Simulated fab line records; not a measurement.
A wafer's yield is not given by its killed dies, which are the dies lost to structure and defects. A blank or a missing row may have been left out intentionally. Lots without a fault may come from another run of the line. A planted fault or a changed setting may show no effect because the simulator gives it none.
Which tool was responsible? + flow n5-finfet + Sampling: 10 lots, 30 wafers, 5 of 1938 route steps

WHAT THE GAUGES SHOWED, per wafer
N5_BEOL_M0_SAQP_CD_MEAS_29: the cd target is 14.4 nm.
| lot  | measured     | on        | cd-nm (nm)        |
|------|--------------|-----------|-------------------|
| L918 | day 6 12:25  | cd-sem-02 | 14.53 15.05 15.20 |
| L920 | day 6 20:58  | cd-sem-01 | 15.11 15.30 15.32 |
| L921 | day 7 06:47  | cd-sem-01 | 15.01 15.03 14.99 |
| L922 | day 7 10:47  | cd-sem-03 | 15.42 15.26 15.06 |
| L923 | day 7 17:15  | cd-sem-03 | 14.99 14.99 14.90 |
| L929 | day 9 05:20  | cd-sem-02 | 14.88 15.21 14.81 |
| L930 | day 9 14:01  | cd-sem-01 | 14.99 15.22 14.89 |
| L932 | day 10 01:32 | cd-sem-02 | 14.79 15.61 15.02 |
| L935 | day 10 18:31 | cd-sem-01 | 14.72 14.98 15.52 |
| L938 | day 11 11:46 | cd-sem-03 | 14.90 15.26 15.13 |

N5_BEOL_M0_OCD_MEAS_108.
| lot  | measured     | on     | trench-depth-nm (nm) |
|------|--------------|--------|----------------------|
| L918 | day 6 16:02  | ocd-02 | 32.8 32.5 32.5       |
| L923 | day 7 20:31  | ocd-01 | 32.9 32.7 32.5       |
| L929 | day 9 09:05  | ocd-01 | 32.5 32.1 32.7       |
| L930 | day 9 23:11  | ocd-01 | 32.8 33.0 33.3       |
| L932 | day 10 07:00 | ocd-02 | 32.1 32.3 32.4       |
| L935 | day 11 01:02 | ocd-02 | 33.0 33.0 33.3       |
| L938 | day 11 21:54 | ocd-01 | 31.7 31.8 31.8       |

N5_BEOL_M4_RC_MEAS_101.
| lot  | measured     | on        | DIBL_N (mV/V)  | DIBL_P (mV/V)  | IOFF_N (nA/um) | IOFF_P (nA/um) | ION_N (uA/um) | ION_P (uA/um) | SS_N (mV/dec)  | SS_P (mV/dec)  | VT_N (mV)   | VT_P (mV)      |
|------|--------------|-----------|----------------|----------------|----------------|----------------|---------------|---------------|----------------|----------------|-------------|----------------|
| L918 | day 8 14:13  | prober-02 | 32.8 35.9 34.4 | 32.8 35.1 32.9 | 0.12 0.16 0.14 | 0.17 0.20 0.17 | 660 663 652   | 454 454 446   | 70.6 71.8 71.6 | 72.8 72.8 72.2 | 255 250 252 | -252 -252 -251 |
| L923 | day 9 20:14  | prober-01 | 37.3 37.0 39.7 | 36.5 36.0 37.1 | 0.18 0.16 0.23 | 0.22 0.20 0.23 | 679 680 675   | 461 460 452   | 71.7 71.1 72.8 | 73.2 72.8 73.7 | 246 250 244 | -251 -249 -251 |
| L929 | day 11 09:52 | prober-01 | 38.3 38.2 35.9 | 38.9 39.0 36.5 | 0.21 0.21 0.16 | 0.27 0.26 0.21 | 691 691 681   | 467 470 467   | 71.7 71.4 71.6 | 74.6 74.2 72.9 | 247 246 251 | -247 -248 -250 |
| L930 | day 11 17:23 | prober-01 | 37.3 37.9 37.8 | 36.8 35.9 35.7 | 0.18 0.20 0.18 | 0.24 0.23 0.22 | 676 685 681   | 465 468 466   | 71.6 71.9 71.8 | 73.5 73.4 72.5 | 246 246 247 | -248 -250 -250 |
| L932 | day 12 06:56 | prober-02 | 38.5 35.0 32.8 | 38.0 34.8 32.0 | 0.19 0.13 0.11 | 0.24 0.20 0.16 | 676 654 660   | 466 458 455   | 71.9 71.2 70.6 | 73.7 72.8 72.6 | 248 252 253 | -249 -252 -255 |
| L935 | day 13 01:27 | prober-01 | 35.4 37.0 35.2 | 37.3 37.7 37.1 | 0.16 0.17 0.15 | 0.21 0.22 0.21 | 681 682 682   | 464 465 461   | 71.1 70.8 71.0 | 73.6 73.7 73.0 | 248 248 250 | -250 -249 -249 |
| L938 | day 14 00:20 | prober-01 | 39.1 37.7 39.5 | 38.5 37.1 39.5 | 0.18 0.16 0.19 | 0.23 0.22 0.26 | 663 659 681   | 460 458 467   | 71.9 72.1 72.8 | 74.1 73.7 73.8 | 251 252 251 | -249 -248 -247 |

EACH LOT AND THE TOOL THAT RAN IT (in order: tool; ch and the chambers of the sampled wafers; start)
| lot  | N5_BEOL_M0_CUTY_ETCH_63            | N5_BEOL_M0_TRENCH_ETCH_107         |
|------|------------------------------------|------------------------------------|
| L918 | rie-diel-05 ch 0,1,3, day 6 14:50  | rie-diel-04 ch 0,2,3, day 6 15:56  |
| L920 | rie-diel-04 ch 0,2, day 6 23:05    | -                                  |
| L921 | rie-diel-04 ch 1,2, day 7 08:46    | -                                  |
| L922 | rie-diel-05 ch 0,2,3, day 7 13:35  | -                                  |
| L923 | rie-diel-02 ch 0,1,3, day 7 19:39  | rie-diel-02 ch 0,2,3, day 7 20:25  |
| L929 | rie-diel-04 ch 1,2,3, day 9 07:10  | rie-diel-04 ch 0,2,3, day 9 08:58  |
| L930 | rie-diel-04 ch 0,2,3, day 9 16:32  | rie-diel-05 ch 2,3, day 9 23:03    |
| L932 | rie-diel-05 ch 1,2, day 10 04:37   | rie-diel-02 ch 0,2,3, day 10 06:54 |
| L935 | rie-diel-04 ch 0,1,3, day 10 22:06 | rie-diel-02 ch 2,3, day 11 00:56   |
| L938 | rie-diel-05 ch 0,2,3, day 11 13:38 | rie-diel-05 ch 0,2,3, day 11 21:48 |
- N5_BEOL_M0_CUTY_ETCH_63: etches SOC in N2/H2, target depth 82.7 nm, overetch 16.5 nm, time 124 s.
- N5_BEOL_M0_TRENCH_ETCH_107: etches SiOC in C4F6/O2, target depth 32.8 nm, time 16.4 s.

AS READ BY THE TOOLS THEMSELVES (means over the sampled wafers that have a number; for cases with no such wafer, the mark the record gives instead)
N5_BEOL_M0_CUTY_ETCH_63.
| lot  | tool        | bias-w (W) | chamber-pressure-mTorr (mTorr) | drypump-motor-current-A (A) | oes-product-au (a.u.) | rf-vpp-V (V) | showerhead-plenum-p-Torr (Torr) | throttle-valve-pct (%) |
|------|-------------|------------|--------------------------------|-----------------------------|-----------------------|--------------|---------------------------------|------------------------|
| L918 | rie-diel-05 | 149.8      | 29.993                         | 5.4                         | 0.70                  | 525.2        | 2.58                            | 17.67                  |
| L920 | rie-diel-04 | -          | -                              | -                           | -                     | -            | -                               | -                      |
| L921 | rie-diel-04 | -          | -                              | -                           | -                     | -            | -                               | -                      |
| L922 | rie-diel-05 | -          | -                              | -                           | -                     | -            | -                               | -                      |
| L923 | rie-diel-02 | 150.2      | 30.021                         | 5.3                         | 0.68                  | 523.3        | 2.53                            | 17.70                  |
| L929 | rie-diel-04 | 150.0      | 30.011                         | 5.2                         | 0.62                  | 522.9        | 2.50                            | 17.79                  |
| L930 | rie-diel-04 | 150.1      | 30.000                         | 5.5                         | 0.62                  | 520.5        | 2.44                            | 17.82                  |
| L932 | rie-diel-05 | 150.3      | 30.005                         | 5.6                         | 0.59                  | 522.7        | 2.49                            | 17.97                  |
| L935 | rie-diel-04 | 150.2      | 29.967                         | 5.6                         | 0.57                  | 521.6        | 2.47                            | 17.95                  |
| L938 | rie-diel-05 | 149.8      | 29.967                         | 5.5                         | 0.64                  | 526.5        | 2.63                            | 17.68                  |

N5_BEOL_M0_TRENCH_ETCH_107.
| lot  | tool        | C4F6_flow_sccm (sccm) | O2_flow_sccm (sccm) | drypump-motor-current-A (A) | oes-product-au (a.u.) | rf-vpp-V (V) | showerhead-plenum-p-Torr (Torr) | throttle-valve-pct (%) |
|------|-------------|-----------------------|---------------------|-----------------------------|-----------------------|--------------|---------------------------------|------------------------|
| L918 | rie-diel-04 | 9.996                 | 10.009              | 5.5                         | 0.78                  | 672          | 2.74                            | 20.84                  |
| L923 | rie-diel-02 | 9.954                 | 10.025              | 5.7                         | 0.78                  | 662          | 2.85                            | 20.89                  |
| L929 | rie-diel-04 | 10.016                | 9.973               | 5.4                         | 0.75                  | 671          | 2.73                            | 20.87                  |
| L930 | rie-diel-05 | 9.997                 | 10.041              | 5.8                         | 0.76                  | 670          | 2.96                            | 20.76                  |
| L932 | rie-diel-02 | 9.986                 | 10.011              | 5.7                         | 0.75                  | 661          | 2.84                            | 20.92                  |
| L935 | rie-diel-02 | 10.024                | 9.971               | 5.6                         | 0.81                  | 658          | 2.90                            | 20.85                  |
| L938 | rie-diel-05 | 10.018                | 10.014              | 5.5                         | 0.76                  | 668          | 2.93                            | 20.64                  |

THE ANSWER, worked out from the rows above alone
Rule: the lots themselves supply what counts as usual. Put in order of their means at a reading, lots are off if they are a third of the lots or fewer, leave a main group of 4 or more, and stand apart from it by a gap of 3 or more times the standard deviation of the main group's means; of several such gaps the widest counts. If all means in a main group match to the digits the tables above print for the reading, that group is not used. Also off: a lot with no number at a reading for which 4 or more lots have one. Where the step has rows for the other lots, those lots are counted as sound. Order of review: gauges by route order, followed by the tools' own readings, for which a lot's mean as printed above is used. At the first step where some lot is off, the reading lying furthest off is the one used; lots without a number count as furthest.
Off at N5_BEOL_M0_CUTY_ETCH_63 (bias-w): L920, L921, L922. Without a number there: L920, L921, L922. For the main group the mean is 150.1 W and the standard deviation 0.18.
A tool fits if, at that step or a process step before it, it ran every lot that is off, and no sound lot after the first of them. Not one of the candidates tried fits.

WHAT WAS PUT IN BY THE SIMULATOR
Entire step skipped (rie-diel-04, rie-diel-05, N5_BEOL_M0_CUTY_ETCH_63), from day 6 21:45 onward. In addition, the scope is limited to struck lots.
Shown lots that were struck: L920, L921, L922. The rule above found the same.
